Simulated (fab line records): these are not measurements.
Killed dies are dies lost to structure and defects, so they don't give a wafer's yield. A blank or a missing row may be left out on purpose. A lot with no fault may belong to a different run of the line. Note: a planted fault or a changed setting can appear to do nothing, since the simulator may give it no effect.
Which tool was responsible? / flow n5 finfet / 11 lots with 33 wafers sampled at 4 steps, on a route of 1938 steps

WHAT THE GAUGES SHOWED, per wafer
No reading from a measuring or inspecting step in the record can be judged against a usual standard deviation.

EACH LOT AND THE TOOL THAT RAN IT (in order: tool; ch and the chambers of the sampled wafers; start)
lot=L438; N5_BEOL_M10_ETCH_41=rie diel-01 ch 1,2, day 10 14:13 or earlier; N5_BEOL_M10_SPUTTER_48=pvd sputter-01, day 10 14:13; N5_BEOL_M10_ANNEAL_51=rtp anneal-02 ch 0, day 10 14:36; N5_PASSIVATION_PROBE_49=-
lot=L440; N5_BEOL_M10_ETCH_41=rie diel-05 ch 0,1,3, day 11 04:47 or earlier; N5_BEOL_M10_SPUTTER_48=pvd sputter-02, day 11 04:47; N5_BEOL_M10_ANNEAL_51=rtp anneal-01 ch 0, day 11 05:22; N5_PASSIVATION_PROBE_49=-
lot=L439; N5_BEOL_M10_ETCH_41=rie diel-05 ch 0,1,2, day 11 05:35 or earlier; N5_BEOL_M10_SPUTTER_48=pvd sputter-02, day 11 05:35; N5_BEOL_M10_ANNEAL_51=rtp anneal-02 ch 0, day 11 05:59; N5_PASSIVATION_PROBE_49=-
lot=L442; N5_BEOL_M10_ETCH_41=rie diel-05 ch 1,2, day 12 03:33 or earlier; N5_BEOL_M10_SPUTTER_48=pvd sputter-01, day 12 03:33; N5_BEOL_M10_ANNEAL_51=rtp anneal-01 ch 0, day 12 04:05; N5_PASSIVATION_PROBE_49=-
lot=L444; N5_BEOL_M10_ETCH_41=rie diel-02 ch 0,1,2, day 12 07:17 or earlier; N5_BEOL_M10_SPUTTER_48=pvd sputter-03, day 12 07:17; N5_BEOL_M10_ANNEAL_51=rtp anneal-02 ch 0, day 12 07:44; N5_PASSIVATION_PROBE_49=-
lot=L446; N5_BEOL_M10_ETCH_41=rie diel-02 ch 1,2, day 12 18:29 or earlier; N5_BEOL_M10_SPUTTER_48=pvd sputter-01, day 12 18:29; N5_BEOL_M10_ANNEAL_51=rtp anneal-01 ch 0, day 12 18:46; N5_PASSIVATION_PROBE_49=prober-01, day 15 01:22
lot=L448; N5_BEOL_M10_ETCH_41=rie diel-05 ch 0,2, day 13 02:59 or earlier; N5_BEOL_M10_SPUTTER_48=pvd sputter-03, day 13 02:59; N5_BEOL_M10_ANNEAL_51=rtp anneal-02 ch 0, day 13 03:24; N5_PASSIVATION_PROBE_49=-
lot=L449; N5_BEOL_M10_ETCH_41=rie diel-02 ch 0,1,2, day 13 12:16 or earlier; N5_BEOL_M10_SPUTTER_48=pvd sputter-01, day 13 12:16; N5_BEOL_M10_ANNEAL_51=rtp anneal-02 ch 0, day 13 12:51; N5_PASSIVATION_PROBE_49=-
lot=L450; N5_BEOL_M10_ETCH_41=rie diel-01 ch 0,1,2, day 13 22:37 or earlier; N5_BEOL_M10_SPUTTER_48=pvd sputter-03, day 13 22:37; N5_BEOL_M10_ANNEAL_51=rtp anneal-01 ch 0, day 13 22:53; N5_PASSIVATION_PROBE_49=-
lot=L458; N5_BEOL_M10_ETCH_41=rie diel-02 ch 2,3, day 16 00:31 or earlier; N5_BEOL_M10_SPUTTER_48=pvd sputter-03, day 16 00:31; N5_BEOL_M10_ANNEAL_51=rtp anneal-02 ch 0, day 16 00:50; N5_PASSIVATION_PROBE_49=-
lot=L459; N5_BEOL_M10_ETCH_41=rie diel-01 ch 0,2,3, day 16 10:17 or earlier; N5_BEOL_M10_SPUTTER_48=pvd sputter-03, day 16 10:17; N5_BEOL_M10_ANNEAL_51=rtp anneal-02 ch 0, day 16 10:33; N5_PASSIVATION_PROBE_49=-
- N5_BEOL_M10_ETCH_41: etches SiCN in CH3F/O2, target depth 42.6 nm, time 86 s.
- N5_BEOL_M10_SPUTTER_48: material Cu, target thk 12 nm, time 2 s.
- N5_BEOL_M10_ANNEAL_51: time 90 s.
- N5_PASSIVATION_PROBE_49

AS READ BY THE TOOLS THEMSELVES (means over the sampled wafers that have a number; for cases with no such wafer, the mark the record gives instead)
N5_BEOL_M10_ETCH_41. Usual: CH3F_flow_sccm 30.00 sccm, standard deviation 0.093; O2_flow_sccm 20.00 sccm, standard deviation 0.063; chamber pressure mTorr 29.997 mTorr, standard deviation 0.027; drypump motor current A 5.8 A, standard deviation 0.41; oes product au 0.77 a.u., standard deviation 0.095; rf vpp V 297.4 V, standard deviation 1.7; showerhead plenum p Torr 2.00 Torr, standard deviation 0.069; throttle valve pct 16.40 %, standard deviation 0.29.
lot=L438; tool=rie diel-01; CH3F_flow_sccm (sccm)=29.96; O2_flow_sccm (sccm)=19.97; chamber pressure mTorr (mTorr)=29.983; drypump motor current A (A)=6.2; oes product au (a.u.)=0.85; rf vpp V (V)=300.8; showerhead plenum p Torr (Torr)=2.05; throttle valve pct (%)=16.09; flag=
lot=L440; tool=rie diel-05; CH3F_flow_sccm (sccm)=29.89; O2_flow_sccm (sccm)=20.04; chamber pressure mTorr (mTorr)=29.982; drypump motor current A (A)=5.6; oes product au (a.u.)=0.68; rf vpp V (V)=296.6; showerhead plenum p Torr (Torr)=2.02; throttle valve pct (%)=16.57; flag=
lot=L439; tool=rie diel-05; CH3F_flow_sccm (sccm)=30.01; O2_flow_sccm (sccm)=20.02; chamber pressure mTorr (mTorr)=30.000; drypump motor current A (A)=5.7; oes product au (a.u.)=0.70; rf vpp V (V)=296.4; showerhead plenum p Torr (Torr)=1.99; throttle valve pct (%)=16.58; flag=
lot=L442; tool=rie diel-05; CH3F_flow_sccm (sccm)=30.00; O2_flow_sccm (sccm)=19.94; chamber pressure mTorr (mTorr)=30.004; drypump motor current A (A)=5.5; oes product au (a.u.)=0.68; rf vpp V (V)=297.6; showerhead plenum p Torr (Torr)=2.00; throttle valve pct (%)=16.57; flag=
lot=L444; tool=rie diel-02; CH3F_flow_sccm (sccm)=29.95; O2_flow_sccm (sccm)=20.05; chamber pressure mTorr (mTorr)=29.995; drypump motor current A (A)=5.7; oes product au (a.u.)=0.72; rf vpp V (V)=296.7; showerhead plenum p Torr (Torr)=1.96; throttle valve pct (%)=16.51; flag=
lot=L446; tool=rie diel-02; CH3F_flow_sccm (sccm)=29.99; O2_flow_sccm (sccm)=19.93; chamber pressure mTorr (mTorr)=29.994; drypump motor current A (A)=5.8; oes product au (a.u.)=0.72; rf vpp V (V)=295.9; showerhead plenum p Torr (Torr)=1.94; throttle valve pct (%)=16.39; flag=
lot=L448; tool=rie diel-05; CH3F_flow_sccm (sccm)=29.91; O2_flow_sccm (sccm)=20.04; chamber pressure mTorr (mTorr)=29.994; drypump motor current A (A)=6.0; oes product au (a.u.)=0.70; rf vpp V (V)=295.6; showerhead plenum p Torr (Torr)=1.95; throttle valve pct (%)=16.47; flag=
lot=L449; tool=rie diel-02; CH3F_flow_sccm (sccm)=29.92; O2_flow_sccm (sccm)=19.99; chamber pressure mTorr (mTorr)=29.998; drypump motor current A (A)=5.7; oes product au (a.u.)=0.71; rf vpp V (V)=297.1; showerhead plenum p Torr (Torr)=1.96; throttle valve pct (%)=16.53; flag=
lot=L450; tool=rie diel-01; CH3F_flow_sccm (sccm)=30.00; O2_flow_sccm (sccm)=19.96; chamber pressure mTorr (mTorr)=29.994; drypump motor current A (A)=6.2; oes product au (a.u.)=0.82; rf vpp V (V)=299.0; showerhead plenum p Torr (Torr)=2.08; throttle valve pct (%)=16.36; flag=
lot=L458; tool=rie diel-02; CH3F_flow_sccm (sccm)=29.96; O2_flow_sccm (sccm)=20.04; chamber pressure mTorr (mTorr)=30.017; drypump motor current A (A)=5.8; oes product au (a.u.)=0.77; rf vpp V (V)=297.7; showerhead plenum p Torr (Torr)=1.99; throttle valve pct (%)=16.47; flag=
lot=L459; tool=rie diel-01; CH3F_flow_sccm (sccm)=30.02; O2_flow_sccm (sccm)=19.97; chamber pressure mTorr (mTorr)=29.975; drypump motor current A (A)=5.9; oes product au (a.u.)=0.76; rf vpp V (V)=298.2; showerhead plenum p Torr (Torr)=2.04; throttle valve pct (%)=16.60; flag=

N5_BEOL_M10_SPUTTER_48. Usual: bias v 60.0 V, standard deviation 0.67; cathode dc power W 26000 W, standard deviation 4.8; chuck gas flow sccm 1.26 sccm, standard deviation 0.054; substrate temp c -20.00 C, standard deviation 0.11; throttle valve pct 29.8 %, standard deviation 0.86.
lot=L438; tool=pvd sputter-01; bias v (V)=59.9; cathode dc power W (W)=25997; chuck gas flow sccm (sccm)=1.30; substrate temp c (C)=-20.03; throttle valve pct (%)=29.1; flag=
lot=L440; tool=pvd sputter-02; bias v (V)=59.7; cathode dc power W (W)=26004; chuck gas flow sccm (sccm)=1.28; substrate temp c (C)=-19.87; throttle valve pct (%)=29.7; flag=
lot=L439; tool=pvd sputter-02; bias v (V)=59.8; cathode dc power W (W)=25999; chuck gas flow sccm (sccm)=1.27; substrate temp c (C)=-19.97; throttle valve pct (%)=30.2; flag=
lot=L442; tool=pvd sputter-01; bias v (V)=60.8; cathode dc power W (W)=26005; chuck gas flow sccm (sccm)=1.24; substrate temp c (C)=-19.96; throttle valve pct (%)=30.3; flag=
lot=L444; tool=pvd sputter-03; bias v (V)=60.5; cathode dc power W (W)=26003; chuck gas flow sccm (sccm)=1.26; substrate temp c (C)=-20.09; throttle valve pct (%)=30.0; flag=
lot=L446; tool=pvd sputter-01; bias v (V)=59.7; cathode dc power W (W)=25998; chuck gas flow sccm (sccm)=1.26; substrate temp c (C)=-20.03; throttle valve pct (%)=29.5; flag=
lot=L448; tool=pvd sputter-03; bias v (V)=60.7; cathode dc power W (W)=26002; chuck gas flow sccm (sccm)=1.21; substrate temp c (C)=-20.05; throttle valve pct (%)=30.0; flag=
lot=L449; tool=pvd sputter-01; bias v (V)=59.7; cathode dc power W (W)=26001; chuck gas flow sccm (sccm)=1.30; substrate temp c (C)=-20.12; throttle valve pct (%)=29.2; flag=
lot=L450; tool=pvd sputter-03; bias v (V)=60.3; cathode dc power W (W)=26001; chuck gas flow sccm (sccm)=1.31; substrate temp c (C)=-19.88; throttle valve pct (%)=29.3; flag=
lot=L458; tool=pvd sputter-03; bias v (V)=61.3; cathode dc power W (W)=27882; chuck gas flow sccm (sccm)=1.26; substrate temp c (C)=-20.04; throttle valve pct (%)=30.3; flag=OFF
lot=L459; tool=pvd sputter-03; bias v (V)=59.0; cathode dc power W (W)=27884; chuck gas flow sccm (sccm)=1.26; substrate temp c (C)=-20.04; throttle valve pct (%)=29.4; flag=OFF

N5_BEOL_M10_ANNEAL_51. Usual: wafer_temp_C_max 225.9, standard deviation 0.44.
lot=L438; tool=rtp anneal-02; wafer_temp_C_max=225.4; flag=
lot=L440; tool=rtp anneal-01; wafer_temp_C_max=226.2; flag=
lot=L439; tool=rtp anneal-02; wafer_temp_C_max=225.5; flag=
lot=L442; tool=rtp anneal-01; wafer_temp_C_max=226.5; flag=
lot=L444; tool=rtp anneal-02; wafer_temp_C_max=225.5; flag=
lot=L446; tool=rtp anneal-01; wafer_temp_C_max=226.0; flag=
lot=L448; tool=rtp anneal-02; wafer_temp_C_max=225.4; flag=
lot=L449; tool=rtp anneal-02; wafer_temp_C_max=225.8; flag=
lot=L450; tool=rtp anneal-01; wafer_temp_C_max=226.5; flag=
lot=L458; tool=rtp anneal-02; wafer_temp_C_max=225.5; flag=
lot=L459; tool=rtp anneal-02; wafer_temp_C_max=225.6; flag=

N5_PASSIVATION_PROBE_49. Usual: defect limited yield 91.7 %, standard deviation 1.4; killed_at_M0_to_M3 31, standard deviation 11; killed_at_M4_up 13, standard deviation 4.6; killed at contacts 13, standard deviation 6.7; killed at front end 39, standard deviation 9.6; killed at other 3.5, standard deviation 2.8; killed dies 98, standard deviation 16; killed open 64, standard deviation 11; killed short 33, standard deviation 8.5; sort_bin_5_function 4.9 %, standard deviation 0.96; sort_bin_6_memory 3.1 %, standard deviation 0.59; sort_bin_8_speed 0.2 %, standard deviation 1.3; sort n pass 1080, standard deviation 23; sort yield pct 91.5 %, standard deviation 1.9.
lot=L446; tool=prober-01; defect limited yield (%)=92.0; killed_at_M0_to_M3=23; killed_at_M4_up=13; killed at contacts=12; killed at front end=41; killed at other=5.0; killed dies=94; killed open=62; killed short=30; sort_bin_5_function (%)=4.6; sort_bin_6_memory (%)=3.3; sort_bin_8_speed (%)=0.0; sort n pass=1086; sort yield pct (%)=92.0; flag=

THE ANSWER, worked out from the rows above alone
Rule: a lot is off if the mean of its wafers that have a number lies more than 3 standard deviations from the usual mean. A lot without any number at a reading at which 4 lots or more have one is off too. The other lots that the step has rows for count as sound. The gauges are gone through in route order, then the tools' own readings, and for those a lot's mean is taken as printed above. The first step at which some lot is off is used, and at that step the reading that is off furthest; a lot without a number counts as furthest.
Off: L458, L459 (N5_BEOL_M10_SPUTTER_48, cathode dc power W).
A tool fits if, at that step or a process step before it, it ran every lot that is off, and no sound lot after the first of them. N5_BEOL_M10_ETCH_41 gives no start for some lots, so the hours and the order of its lots are those of N5_BEOL_M10_SPUTTER_48. One fits: pvd sputter-03 at N5_BEOL_M10_SPUTTER_48. A fault onset in the window from L450 (day 13 22:37, its last sound lot) to L458 (day 16 00:31, its first lot off) fits.
On the lots that are off, the tool's own readings at N5_BEOL_M10_SPUTTER_48 differ by more than 5 times the standard deviation of the sound lots' means, which bears it out; cathode dc power W reads 27883 W there versus 26001 W on the sound lots.

WHAT WAS PUT IN BY THE SIMULATOR
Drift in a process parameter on pvd sputter-03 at N5_BEOL_M10_SPUTTER_48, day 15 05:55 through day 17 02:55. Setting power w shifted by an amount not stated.
Struck lots among those shown: L458, L459. The rule above found the same.
